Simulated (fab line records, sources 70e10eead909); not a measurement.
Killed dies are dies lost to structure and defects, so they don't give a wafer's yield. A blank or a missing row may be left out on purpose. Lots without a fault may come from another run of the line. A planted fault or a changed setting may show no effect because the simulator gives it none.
fab line records | flow nand_harc
record lots=12 wafers=34 last_day=33
route steps=1302 shown A_SLIT@942 A_WL_FILL@957 END@1302
lots that met no fault: from a run of the same line without faults
start_h: hours from the record's first day to the start of the lot's first wafer shown | wait_h: hours since the lot's step before | " the same as in the row above | L1.1+2: a row that stands for several wafers | - no value, or no start given | * or withheld: withheld | < > ~ a bound
route shown NAME@n: a module of which the file shows steps, and the number in the route of the first | usual: mean/standard deviation of fault-free wafers | same: alike in all rows | chamber/n: place in a boat | sites: the reading at each site | _std_site: their standard deviation | _edge_site: outer sites' mean less inner sites' | radius_mm: how far each site lies from the wafer's centre | mask NAME#n: copy n | behind: the tool/chamber that last shaped the wafer | hold: why the lot was held/for how many hours/how that ended | device: the transistor (n, p or np) that didn't switch | end of line: the same wafers' tests at the end of the route | a step without rows: its recipe alone | killed: dies lost to structure and defects at the first sort, not the wafer's yield | map: a wafer's dies, x killed, . not, _ none there
set.NAME: the setting as run; set.NAME@STEP: as run at that earlier step | model.NAME: the simulator's own value behind a step, which no gauge read
steps of the route over a sample of lots; a table a step, a row a wafer
services: from which hour (start_h, from the record's first day; less than 0 if before it) a tool's chamber was out of use, for how many hours, and why
## steps
# step NHARC_A_SLIT_ETCH_29
# recipe target_depth_a=1000 overetch_a=100 time_s=55 ion_energy_ev=100 cf4_flow_sccm=80 o2_flow_sccm=20 ar_flow_sccm=0 rf_w=300 bias_w=100 chemistry=CF4/O2
# usual chamber_pressure_mTorr=30.002/0.026 drypump_motor_current_A=5.9/0.52 oes_ar_750_au=1.000/0.0044 oes_product_au=1.005/0.015 rf_vpp_V=198.1/1.2 showerhead_plenum_p_Torr=1.35/0.057 throttle_valve_pct=13.399/0.009
# columns lot.wafer tool chamber start_h wait_h chamber_pressure_mTorr drypump_motor_current_A oes_ar_750_au oes_product_au rf_hours_counter_h rf_vpp_V showerhead_plenum_p_Torr throttle_valve_pct
L323.4 rie_diel-13 0 477.92 0.1 30.006 5.8 1.007 1.011 7.4 198.6 1.42 13.406
L323.1 " 3 " " 29.926 6.3 0.996 0.986 9.2 197.5 1.30 13.397
L323.5 " 1 " " 30.024 5.9 1.005 1.007 - 196.0 1.33 13.404
L326.4 rie_diel-02 3 494.26 0.1 30.009 5.6 1.001 1.006 3.5 197.4 1.30 13.405
L326.1 " 0 " " 29.969 6.7 1.003 0.972 3.8 196.1 1.29 13.399
L326.6 " 0 " " 30.012 6.7 1.004 0.976 - 197.8 1.28 13.407
L325.2 rie_diel-13 2 496.06 0.1 29.985 6.1 0.996 1.041 7.4 196.6 1.36 13.400
L325.4 " 3 " " 29.983 6.3 0.996 0.993 10.8 197.6 1.30 13.401
L325.6 " 1 " " 30.001 5.9 0.998 1.011 - 197.6 1.33 13.402
L327.2 rie_diel-05 0 498.21 0.1 29.996 5.2 1.001 1.027 5.7 199.1 1.39 13.405
L327.1 " 1 " " 29.965 5.7 1.004 1.038 5.6 198.3 1.39 13.401
L327.6 " 1 " " 30.012 5.7 1.002 1.037 - 199.6 1.39 13.402
L328.2 rie_diel-13 1 515.97 0.1 29.992 5.9 1.000 0.998 11.2 198.4 1.33 13.412
L328.1 " 3 " " 30.013 6.4 0.994 0.999 12.9 197.5 1.30 13.411
L328.3 " 0 " " 29.962 5.8 1.003 1.015 10.7 199.9 1.42 13.412
L332.4 rie_diel-05 0 561.70 0.1 29.961 5.2 1.002 1.023 8.7 200.4 1.39 13.390
L332.3 " 1 " " 30.043 5.7 0.996 1.018 8.0 198.1 1.39 13.404
L332.1 " 3 " " 29.978 6.7 0.992 1.017 8.4 199.2 1.37 13.395
L333.3 rie_diel-02 1 562.65 0.1 30.000 5.0 1.002 0.999 7.5 196.5 1.27 13.402
L333.2 " 2 " " 29.981 5.8 0.988 1.004 7.5 199.2 1.42 13.401
L333.6 " 1 " " 29.958 5.0 0.998 0.984 - 195.4 1.27 13.406
L331.2 rie_diel-02 1 565.51 0.1 30.005 5.0 1.000 0.997 7.6 196.1 1.27 13.399
L331.4 " 1 " " 30.012 5.0 1.001 1.002 - 196.8 1.27 13.391
L331.5 " 2 " " 30.020 5.8 0.999 0.995 - 198.4 1.42 13.410
L338.3 rie_diel-02 3 611.48 0.1 30.038 5.6 1.001 1.009 3.1 198.0 1.30 13.388
L338.5 " 2 " " 30.033 5.8 0.995 1.018 - 199.5 1.42 13.421
L341.1 rie_diel-05 1 640.98 0.1 29.991 5.6 1.002 0.986 2.4 199.2 1.39 13.389
L341.5 " 2 " " 29.997 6.0 1.001 1.010 - 201.5 1.43 13.393
L343.1 rie_diel-05 2 660.00 0.1 29.968 6.0 0.998 1.021 2.9 198.7 1.43 13.409
L343.3 " 0 " " 30.000 5.3 0.999 1.012 2.9 198.4 1.39 13.402
L343.5 " 0 " " 30.020 5.3 1.004 0.995 - 199.4 1.39 13.400
L345.4 rie_diel-13 3 685.95 0.1 30.037 6.3 1.006 0.992 7.5 197.7 1.30 13.406
L345.1 " 1 " " 29.987 5.9 0.999 0.981 8.8 196.7 1.33 13.404
L345.6 " 2 " " 30.014 6.1 1.005 1.015 - 197.2 1.36 13.402
# step NHARC_A_WL_FILL_ETCHBACK_04
# recipe target_depth_a=600 time_s=120 chemistry=NF3
# usual chamber_pressure_mTorr=300.00/0.28 drypump_motor_current_A=5.67/0.26 oes_product_au=0.994/0.015 run_length_s=141.4/0.45
# columns lot.wafer tool chamber start_h wait_h chamber_pressure_mTorr drypump_motor_current_A oes_product_au rf_hours_counter_h run_length_s
L323.1 rie_metal-03 1 488.69 0.3 300.49 5.34 0.996 2.3 140.9
L323.4 " 1 " " 300.10 5.33 1.009 - 140.9
L323.5 " 1 " " 299.64 5.34 1.008 - 140.8
L326.1 rie_metal-02 1 502.83 0.3 300.05 5.45 0.990 0.5 141.1
L326.4 " 1 " " 299.46 5.45 0.975 - 141.3
L326.6 " 1 " " 300.58 5.43 0.981 - 140.8
L325.2 rie_metal-03 0 504.66 0.3 299.68 5.77 0.989 2.8 141.6
L325.4 " 0 " " 300.07 5.76 1.001 - 141.7
L325.6 " 1 " " 300.06 5.33 1.004 - 141.2
L327.2 rie_metal-02 0 508.08 0.3 299.58 5.80 0.978 0.8 141.7
L327.1 " 1 " " 299.88 5.44 0.989 0.8 140.7
L327.6 " 0 " " 300.17 5.79 0.986 - 141.8
L328.2 rie_metal-01 0 524.47 0.3 299.96 5.66 1.020 1.7 141.4
L328.1 " 1 " " 299.94 6.08 0.981 1.7 140.9
L328.3 " 1 " " 299.72 6.08 0.986 - 141.2
L332.1 rie_metal-03 1 570.14 0.3 299.74 5.35 0.980 0.7 141.2
L332.3 " 1 " " 300.07 5.32 0.978 - 141.1
L332.4 " 0 " " 300.21 5.76 0.996 - 141.8
L333.2 rie_metal-01 1 570.40 0.3 300.42 6.09 0.979 - 141.1
L333.3 " 1 " " 300.17 6.09 0.973 - 140.8
L333.6 " 1 " " 299.80 6.09 0.977 - 140.7
L331.2 rie_metal-02 0 574.16 0.3 300.29 5.80 0.989 1.8 141.6
L331.4 " 1 " " 299.90 5.43 0.982 - 140.7
L331.5 " 1 " " 300.39 5.43 0.987 - 140.9
L338.3 rie_metal-03 1 620.03 0.2 299.61 5.33 0.976 - 72.8
L338.5 " 1 " " 299.42 5.34 0.994 - 72.8
L341.1 rie_metal-03 1 649.63 0.4 300.20 5.31 0.989 2.6 140.8
L341.5 " 1 " " 299.59 5.33 0.983 - 72.8
L343.1 rie_metal-01 0 668.63 0.3 300.41 5.67 1.037 1.2 141.9
L343.3 " 1 " " 300.00 6.09 1.002 - 141.2
L343.5 " 1 " " 300.59 6.08 1.002 - 140.6
L345.1 rie_metal-02 1 694.54 0.4 299.93 5.46 0.996 0.8 141.0
L345.4 " 0 " " 300.15 5.84 0.976 - 141.8
L345.6 " 1 " " 299.48 5.44 1.006 - 140.9
# step NHARC_A_WL_FILL_STRIP_27
# recipe power_w=1500 temp_c=250 time_s=20 chemistry=N2/H2
# usual drypump_motor_current_A=5.2/0.37 heater_power_w=346/11
# columns lot.wafer tool chamber start_h wait_h drypump_motor_current_A heater_power_w rf_hours_counter_h
L323.1 plasma_asher-02 0 489.07 0.1 5.3 334 24
L323.4 " 1 " " 4.7 360 -
L323.5 " 1 " " 4.7 358 -
L326.1 plasma_asher-02 0 503.24 0.2 5.3 333 28
L326.4 " 1 " " 4.7 362 -
L326.6 " 0 " " 5.3 332 -
L325.2 plasma_asher-02 1 505.01 0.1 4.7 351 29
L325.4 " 0 " " 5.3 324 -
L325.6 " 0 " " 5.3 340 -
L327.2 plasma_asher-02 0 508.46 0.1 5.4 332 30
L327.1 " 1 " " 4.7 358 30
L327.6 " 0 " " 5.3 327 -
L328.2 plasma_asher-02 1 524.86 0.1 4.7 357 38
L328.1 " 0 " " 5.3 333 38
L328.3 " 1 " " 4.7 361 -
L332.1 plasma_asher-02 1 570.61 0.1 4.7 358 47
L332.4 " 1 " " 4.7 354 -
L332.3 " 0 " " 5.3 333 -
L333.2 plasma_asher-01 1 570.99 0.2 5.6 348 9
L333.3 " 0 " " 5.5 346 -
L333.6 " 1 " " 5.6 355 -
L331.2 plasma_asher-01 1 574.57 0.1 5.6 351 9
L331.4 " 0 " " 5.6 345 -
L331.5 " 0 " " 5.5 351 -
L338.3 plasma_asher-02 1 620.42 0.2 4.7 352 -
L338.5 " 0 " " 5.4 332 -
L341.1 plasma_asher-02 1 650.00 0.1 4.7 354 7
L341.5 " 1 " " 4.7 359 -
L343.1 plasma_asher-02 0 668.98 0.1 5.4 340 12
L343.3 " 0 " " 5.4 345 -
L343.5 " 0 " " 5.4 337 -
L345.1 plasma_asher-02 1 694.91 0.1 4.7 353 16
L345.4 " 1 " " 4.7 352 -
L345.6 " 1 " " 4.7 348 -
# step NHARC_A_WL_FILL_ETCHBACK_16
# recipe target_depth_a=1200 time_s=24 c4f8_flow_sccm=withheld o2_flow_sccm=8 ar_flow_sccm=withheld rf_w=600 bias_w=800 chemistry=C4F8/O2/Ar
# usual chamber_pressure_mTorr=25.000/0.021 oes_product_au=0.98/0.035 rf_vpp_V=721/4.3 run_length_s=45.3/0.33
# columns lot.wafer tool chamber start_h wait_h chamber_pressure_mTorr oes_product_au rf_hours_counter_h rf_vpp_V run_length_s
L323.1 rie_diel-01 0 - - 25.007 0.99 6.7 723 45.4
L323.5 " 2 " " 24.973 1.00 - 717 45.0
L323.4 " 3 " " 25.026 1.02 - 730 45.2
L326.4 rie_diel-08 1 - - 24.974 0.95 4.6 716 45.3
L326.1 " 2 " " 24.968 0.92 4.3 722 44.8
L326.6 " 0 " " 25.016 0.92 - 717 45.5
L325.4 rie_diel-11 3 - - 25.034 1.01 1.3 719 45.0
L325.2 " 0 " " 24.952 1.02 1.3 722 44.8
L325.6 " 2 " " 25.026 1.01 - 721 44.8
L327.2 rie_diel-01 1 - - 25.016 0.99 7.7 718 45.1
L327.1 " 2 " " 25.011 0.97 8.7 716 45.1
L327.6 " 3 " " 25.022 1.00 - 731 45.3
L328.3 rie_diel-01 1 - - 24.976 1.00 8.4 717 45.3
L328.1 " 3 " " 24.993 1.01 9.4 732 45.2
L328.2 " 0 " " 24.989 1.02 8.8 723 45.9
L333.3 rie_diel-01 2 - - 25.015 1.02 0.6 715 45.3
L333.2 " 3 " " 24.975 1.00 0.8 729 45.5
L333.6 " 2 " " 25.002 1.02 - 717 45.3
L331.4 rie_diel-11 0 - - 25.038 0.93 3.6 722 45.1
L331.2 " 3 " " 24.993 0.94 3.5 719 45.1
L331.5 " 1 " " 25.019 0.92 - 724 45.6
L332.1 rie_diel-08 0 - - 25.020 0.93 1.0 715 45.3
L332.3 " 1 " " 25.016 0.96 0.9 718 45.5
L332.4 " 2 " " 24.962 0.93 0.9 722 44.8
L338.3 rie_diel-01 1 - - 25.015 0.98 2.9 717 45.1
L338.5 " 3 " " 24.994 0.99 - 730 45.3
L341.1 rie_diel-08 0 - - 24.967 1.01 3.6 716 46.0
L341.5 " 1 " " 24.992 1.00 - 717 45.9
L343.3 rie_diel-11 3 - - 25.020 1.02 1.9 719 45.1
L343.1 " 1 " " 25.033 0.97 1.8 726 45.3
L343.5 " 3 " " 25.019 1.02 - 721 45.1
L345.1 rie_diel-01 3 - - 24.992 1.00 6.7 730 45.7
L345.4 " 1 " " 25.001 0.99 6.7 717 45.5
L345.6 " 0 " " 25.034 1.00 - 721 45.4
# step NHARC_END_SORT_01
# recipe temp_c=25
# usual killed_at_array=59/17 killed_at_other=0.9/1.6 killed_at_periphery=3.7/2.3 killed_dies=64/17 killed_open=3.3/1.8 killed_short=2.4/1.6
# same gross_dies=677
# columns lot.wafer tool chamber start_h wait_h killed_at_array killed_at_other killed_at_periphery killed_dies killed_open killed_short
L327.1 prober-02 0 605.07 2.5 43 0 3 46 5 4
L327.2 prober-02 0 605.87 2.8 59 0 4 63 4 1
L327.6 prober-02 0 609.09 4.0 39 0 3 42 4 3
L325.2 prober-01 0 605.70 2.8 86 3 5 94 1 3
L325.4 prober-01 0 607.28 3.4 79 1 4 84 1 1
L325.6 prober-01 0 608.85 3.9 96 6 7 109 0 2
L332.1 prober-01 0 676.74 2.5 42 0 5 47 4 3
L332.3 prober-01 0 678.34 3.1 50 0 7 57 3 1
L332.4 prober-01 0 679.14 3.4 43 0 5 48 3 2
L338.3 prober-02 0 716.42 3.1 676 0 1 677 2 0
L338.5 prober-02 0 718.04 3.7 676 0 1 677 0 1
L341.1 prober-01 0 747.03 2.5 42 0 2 44 4 2
L341.5 prober-01 0 750.25 3.7 673 0 4 677 2 4
# killed by level:class
L327.1 A_CHANNEL_HOLE_D2:chamber_film_flake=27 A_SOURCE_PLATE:geometric_particle:short=2 A_DECK1_JOINT:geometric_particle:open=2 A_CHANNEL_HOLE_D1:chamber_film_flake=2 A_CONTACT:chamber_film_flake=2 P_M1:geometric_particle:open=1 P_M2:geometric_particle:open=1 A_CHANNEL_HOLE_D1:geometric_particle:short=1
L325.2 A_CHANNEL_HOLE_D1:chamber_film_flake=30 A_SLIT:chamber_film_flake=28 A_CHANNEL_HOLE_D2:chamber_film_flake=10 A_STAIRCASE:chamber_film_flake=7 P_STI:chamber_film_flake=3 A_DECK1_JOINT:chamber_film_flake=3 A_CONTACT:chamber_film_flake=3 THIN_TSV:chamber_film_flake=3
L327.2 A_CHANNEL_HOLE_D2:chamber_film_flake=37 A_CHANNEL_HOLE_D1:chamber_film_flake=5 A_CONTACT:chamber_film_flake=4 A_WL_FILL:chamber_film_flake=3 A_M1:chamber_film_flake=3 P_ZERO_WELL:chamber_film_flake=2 A_CHANNEL_FILL_D2:chamber_film_flake=2 A_STAIRCASE:chamber_film_flake=2
L325.4 A_CHANNEL_HOLE_D1:chamber_film_flake=30 A_SLIT:chamber_film_flake=27 A_CHANNEL_HOLE_D2:chamber_film_flake=13 P_STI:chamber_film_flake=2 A_CHANNEL_FILL_D1:chamber_film_flake=2 A_DECK1_JOINT:chamber_film_flake=2 A_CONTACT:chamber_film_flake=2 P_M1:geometric_particle:open=1
L325.6 A_SLIT:chamber_film_flake=37 A_CHANNEL_HOLE_D1:chamber_film_flake=34 A_CHANNEL_HOLE_D2:chamber_film_flake=13 A_STAIRCASE:chamber_film_flake=7 THIN_TSV:chamber_film_flake=6 P_STI:chamber_film_flake=5 A_CONTACT:chamber_film_flake=4 P_STI:geometric_particle:short=2
L327.6 A_CHANNEL_HOLE_D2:chamber_film_flake=24 A_CHANNEL_HOLE_D1:chamber_film_flake=4 A_WL_FILL:geometric_particle:open=2 A_WL_FILL:chamber_film_flake=2 A_CONTACT:chamber_film_flake=2 P_CONTACT:geometric_particle:open=1 P_M2:geometric_particle:short=1 A_CHANNEL_FILL_D1:geometric_particle:short=1
L332.1 A_CHANNEL_HOLE_D1:chamber_film_flake=23 A_CHANNEL_HOLE_D2:chamber_film_flake=5 A_CONTACT:chamber_film_flake=5 A_STAIRCASE:chamber_film_flake=3 P_M0:geometric_particle:open=2 A_WL_FILL:geometric_particle:short=2 A_WL_FILL:chamber_film_flake=2 P_ZERO_WELL:geometric_particle:open=1
L332.3 A_CHANNEL_HOLE_D1:chamber_film_flake=27 A_CONTACT:chamber_film_flake=11 A_CHANNEL_HOLE_D2:chamber_film_flake=5 P_M2:chamber_film_flake=4 A_STAIRCASE:chamber_film_flake=2 P_M2:geometric_particle:open=1 A_CHANNEL_FILL_D1:geometric_particle:short=1 A_CHANNEL_HOLE_D2:geometric_particle:open=1
L332.4 A_CHANNEL_HOLE_D1:chamber_film_flake=23 A_CONTACT:chamber_film_flake=9 P_M2:chamber_film_flake=4 A_STAIRCASE:chamber_film_flake=3 A_SLIT:chamber_film_flake=2 A_CHANNEL_HOLE_D2:chamber_film_flake=2 P_M0:geometric_particle:short=1 A_ONON_D1:geometric_particle:short=1
L338.3 A_WL_FILL:area_etchback=625 A_CHANNEL_HOLE_D1:chamber_film_flake=26 A_CHANNEL_HOLE_D2:chamber_film_flake=16 A_SLIT:chamber_film_flake=4 A_DECK1_JOINT:chamber_film_flake=2 P_M0:geometric_particle:open=1 A_BLC:geometric_particle:open=1 A_WL_FILL:chamber_film_flake=1
L338.5 A_WL_FILL:area_etchback=606 A_CHANNEL_HOLE_D1:chamber_film_flake=33 A_CHANNEL_HOLE_D2:chamber_film_flake=29 A_CONTACT:chamber_film_flake=4 A_CHANNEL_HOLE_D2:geometric_particle:short=1 P_CONTACT:chamber_film_flake=1 A_STAIRCASE:chamber_film_flake=1 A_SLIT:chamber_film_flake=1
L341.1 A_CHANNEL_HOLE_D1:chamber_film_flake=32 A_SLIT:chamber_film_flake=2 P_M0:geometric_particle:short=1 P_M1:geometric_particle:open=1 A_CHANNEL_FILL_D1:geometric_particle:open=1 A_CHANNEL_HOLE_D2:geometric_particle:short=1 A_CHANNEL_FILL_D2:geometric_particle:open=1 A_SLIT:geometric_particle:open=1
L341.5 A_WL_FILL:area_etchback=639 A_CHANNEL_HOLE_D1:chamber_film_flake=25 A_CHANNEL_FILL_D1:geometric_particle:short=3 A_SLIT:chamber_film_flake=3 P_M1:chamber_film_flake=2 P_M0:geometric_particle:open=1 A_CONTACT:geometric_particle:open=1 A_M0:geometric_particle:short=1
## services
# columns tool chamber start_h hours kind
rie_metal-02 - 454.00 9.0 pm
rie_diel-01 0 463.27 2.8 repair
rie_diel-05 2 471.26 8.1 repair
rie_diel-05 0 475.78 2.6 repair
rie_diel-05 3 491.19 23.6 repair
rie_diel-01 1 493.59 5.4 repair
rie_metal-02 - 498.95 0.3 repair
rie_metal-03 - 519.00 9.0 pm
rie_diel-13 - 519.49 9.0 pm
rie_diel-05 - 537.40 0.3 repair
rie_diel-01 - 557.80 9.0 pm
rie_diel-02 0 562.49 9.7 repair
rie_metal-02 - 563.05 0.4 repair
rie_diel-02 - 570.72 9.0 pm
rie_diel-01 - 575.23 0.5 repair
rie_diel-13 0 578.82 9.6 repair
rie_diel-05 - 584.05 9.0 pm
rie_diel-13 - 595.44 0.9 repair
plasma_asher-02 - 603.65 9.0 pm
rie_metal-02 - 631.00 9.0 pm
rie_diel-13 0 656.14 4.3 repair
rie_metal-02 0 665.70 4.0 repair
rie_metal-03 - 696.00 9.0 pm
rie_diel-13 - 696.49 9.0 pm
## key
first_sign step=NHARC_A_WL_FILL_ETCHBACK_04 reading=run_length_s direction=down sigmas=99+ usual=* struck=*
effect step=NHARC_END_SORT_01 reading=killed_at_array direction=up sigmas=37 usual=59 struck=675
more_kills_born_at NHARC_A_WL_FILL_ETCHBACK_04@rie_metal-03=1870
met_at NHARC_A_WL_FILL_ETCHBACK_04
struck_lots L338,L341
struck_wafers L338.3,L338.5,L341.5
later_rows_left_out L338.3,L338.5,L341.5
tester_left_out L338,L341
not_acting_at NHARC_A_SLIT_ETCH_29,NHARC_A_WL_FILL_STRIP_27,NHARC_A_WL_FILL_ETCHBACK_16
onset_between 570.14 620.03
fault kind=process_parameter_drift tool=rie_metal-03 chamber=- onset_h=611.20 steps=NHARC_A_WL_FILL_ETCHBACK_04 channel=time_s offset=* shape=step end_h=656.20 scope=struck_wafers_only acts_in=* stated=*
# tester_left_out: of these lots the tester's yield and bins aren't shown, on N5 and GAA mostly nor the transistor test; their killed dies are dies lost to structure and defects alone, not to doping, threshold or leakage, so they don't give the yield
# later_rows_left_out: the simulator's readings of these wafers behind a module that went badly wrong aren't trusted and aren't shown, but for the sort
